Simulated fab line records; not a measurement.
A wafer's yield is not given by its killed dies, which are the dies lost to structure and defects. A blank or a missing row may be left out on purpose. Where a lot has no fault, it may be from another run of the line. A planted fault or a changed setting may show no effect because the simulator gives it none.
A struck lot beside a sound one :: flow n5-finfet :: 28 out of 1938 route steps
Sound: these wafers, L858.1, L858.2, L858.4. Struck: wafers L871.4, L871.5, L871.6. The cause is named last.
Order at every step that has rows: each side's tool, ch and its chambers, its first start. Under that, the readings that differ: sound wafers :: struck wafers :: difference of the means :: sigmas: that difference in standard deviations of wafers without a fault.
alike: a reading whose means differ by less than 2 such deviations, as well as words and numbers matching on both sides. not compared: withheld readings; readings where some wafer has no value; bounds like >300 that might hide an equal value; numbers whose values overlap and for which the record gives no deviation.
A row with sigmas, a row that says differs or no value, or rows on one side alone: a step with any of these is where the two part. Non-overlapping numbers with no deviation appear without sigmas and do not part them. A reading that every wafer of one side lacks parts them only if that side has two wafers or more.

first, 1 step without rows for these wafers: N5_DUMMY_GATE_UV_OZONE_45 (time 120 s).
N5_DUMMY_GATE_INSPECT_27: inspects for defects (brightfield).
  sound: defect-inspect-02 at day 3 01:57; struck: defect-inspect-02 at day 6 09:49
  alike: raw-defect-count
then, 2 steps without rows for these wafers: N5_SPACER0_ALD_07 (deposits SiNx, target thk 2 nm); N5_SPACER0_ALD_00 (deposits SiOCN, target thk 3.5 nm, pulse time 3 s, purge time 2 s).
N5_SPACER0_ALD_08: deposits SiNx, target thk 2 nm.
  sound on ald-sin-01 ch 0,1,3, day 3 02:24; struck on ald-sin-01 ch 1,2, day 6 10:20
  alike: heater-power-w
N5_SPACER0_INSPECT_04: inspects for defects (darkfield).
  sound: defect-inspect-02 at day 3 02:34; struck: defect-inspect-02 at day 6 10:29
  alike: raw-defect-count
then, 6 steps without rows for these wafers: N5_SD_EPI_N_COAT_32 (time 60 s, resist thk 350 nm); N5_SD_EPI_N_COAT_33 (time 60 s, resist thk 35 nm); N5_SD_EPI_N_COAT_03 (resist thk 150 nm); N5_SD_EPI_N_EBR_05; N5_SD_EPI_N_SOFTBAKE_04 (time 60 s); N5_SD_EPI_N_EXPOSE_06 (exposes mask SD N BLK, target cd 120 nm).
N5_SD_EPI_N_PEB_07: peb time 60 s.
  sound on litho-track-03 ch 0, day 3 02:53; struck on litho-track-01 ch 0, day 6 10:49
reading: heater-power-total-W (W)
sound: 177.3 174.9 173.9
struck: 363.4 364.2 373.2
difference: +191.6
sigmas: +99 or more
  alike: chill-plate-temp-C, exhaust-pa
then, 1 step without rows for these wafers: N5_SD_EPI_N_DEVELOP_08 (develop time 30 s).
N5_SD_EPI_N_CD_MEAS_09: target cd 120 nm.
  sound on cd-sem-02 ch 0, day 3 02:57; struck on cd-sem-02 ch 0, day 6 10:53
reading: cd-nm (nm)
sound: 118.9 118.0 119.2
struck: 62.0 60.9 61.4
difference: -57.3
sigmas: -48
N5_SD_EPI_N_OVL_MEAS_10:
  sound on overlay-02 ch 0, day 3 02:59; struck on overlay-02 ch 0, day 6 10:55
  alike: SD_N_BLK_OVL
N5_SD_EPI_N_INSPECT_11: inspects for defects (macro).
  sound: defect-inspect-02 at day 3 03:01; struck: defect-inspect-02 at day 6 10:56
  alike: raw-defect-count
N5_SD_EPI_N_DESCUM_14: chemistry O2, time 7.9 s.
  sound on rie-diel-02 ch 1,2,3, day 3 03:02; struck on rie-diel-05 ch 2,3, day 6 11:10
reading: rf-vpp-V (V)
sound: 243.8 244.4 245.2
struck: 240.8 240.6 240.8
difference: -3.7
sigmas: -2

reading: model.SD_EPI_N.cd-nm (nm)
sound: 118.6 118 119.4
struck: 61.4 60.8 61.4
difference: -57.5
sigmas: 
  alike: chamber-pressure-mTorr, drypump-motor-current-A, oes-product-au, showerhead-plenum-p-Torr, temp-c, throttle-valve-pct
  not compared: rf-hours-counter-h
then, 1 step without rows for these wafers: N5_SD_EPI_N_ETCH_34 (etches SiARC in CF4, target depth 45.5 nm, time 75.8 s).
N5_SD_EPI_N_ETCH_35: etches SOC in N2/H2, overetch 108 nm, time 486 s.
  sound on rie-diel-02 ch 1,2,3, day 3 03:08; struck on rie-diel-05 ch 2,3, day 6 11:15
  alike: chamber-pressure-mTorr, drypump-motor-current-A, oes-product-au, rf-vpp-V, showerhead-plenum-p-Torr, temp-c, throttle-valve-pct
  not compared: rf-hours-counter-h
then, 1 step without rows for these wafers: N5_SD_EPI_N_STRIP_36 (strips in N2/H2).
N5_SD_EPI_N_ETCHBACK_44: etches SiNx in CH3F/O2, stops on SiO2, target depth 14.5 nm.
  sound on rie-diel-02 ch 1,2,3, day 3 03:28; struck on rie-diel-05 ch 2,3, day 6 11:35
  alike: chamber-pressure-mTorr, drypump-motor-current-A, oes_f_703_au, oes-product-au, rf-vpp-V, showerhead-plenum-p-Torr, throttle-valve-pct
  not compared: rf-hours-counter-h
N5_SD_EPI_N_ETCH_45: etches SiOCN in CH3F/O2, target depth 6 nm.
  sound on rie-diel-02 ch 1,2,3, day 3 03:34; struck on rie-diel-05 ch 2,3, day 6 11:41
  alike: chamber-pressure-mTorr, drypump-motor-current-A, oes-product-au, rf-vpp-V, showerhead-plenum-p-Torr, throttle-valve-pct
  not compared: rf-hours-counter-h
then, 2 steps without rows for these wafers: N5_SD_EPI_N_ETCH_16 (etches SiO2 in CHF3/O2, target depth 5 nm); N5_SD_EPI_N_STRIP_47 (strips in CHF3/O2).
N5_SD_EPI_N_SD_RECESS_17: chemistry HBr/Cl2/O2, target depth 41 nm, time 23.7 s, bt time 3 s.
  sound on rie-si-02 ch 1,2,3, day 3 03:44; struck on rie-si-05 ch 2,3, day 6 11:51
reading: model.SD_EPI_N.cd-nm (nm)
sound: 117.8 115.8 119.8
struck: 59.8 62.4 60
difference: -57.1
sigmas: 
  alike: chamber-pressure-mTorr, drypump-motor-current-A, oes-product-au, throttle-valve-pct
  not compared: rf-hours-counter-h
N5_SD_EPI_N_STRIP_38: strips in N2/H2.
  sound on plasma-asher-01 ch 0,1, day 3 03:49; struck on plasma-asher-02 ch 0,1, day 6 11:58
  alike: drypump-motor-current-A, heater-power-w, oes-product-au, temp-c
  not compared: rf-hours-counter-h
N5_BEOL_M4_RC_MEAS_101:
  the record has rows for the sound wafers here (prober-02 ch 0, day 7 17:07) and none for the struck ones

## WHERE THEY PART
First at N5_SD_EPI_N_PEB_07; last, within this record, at N5_BEOL_M4_RC_MEAS_101.

WHY: what the simulator had put in
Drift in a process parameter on litho-track-01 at N5_SD_EPI_N_PEB_07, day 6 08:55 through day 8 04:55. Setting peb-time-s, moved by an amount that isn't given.
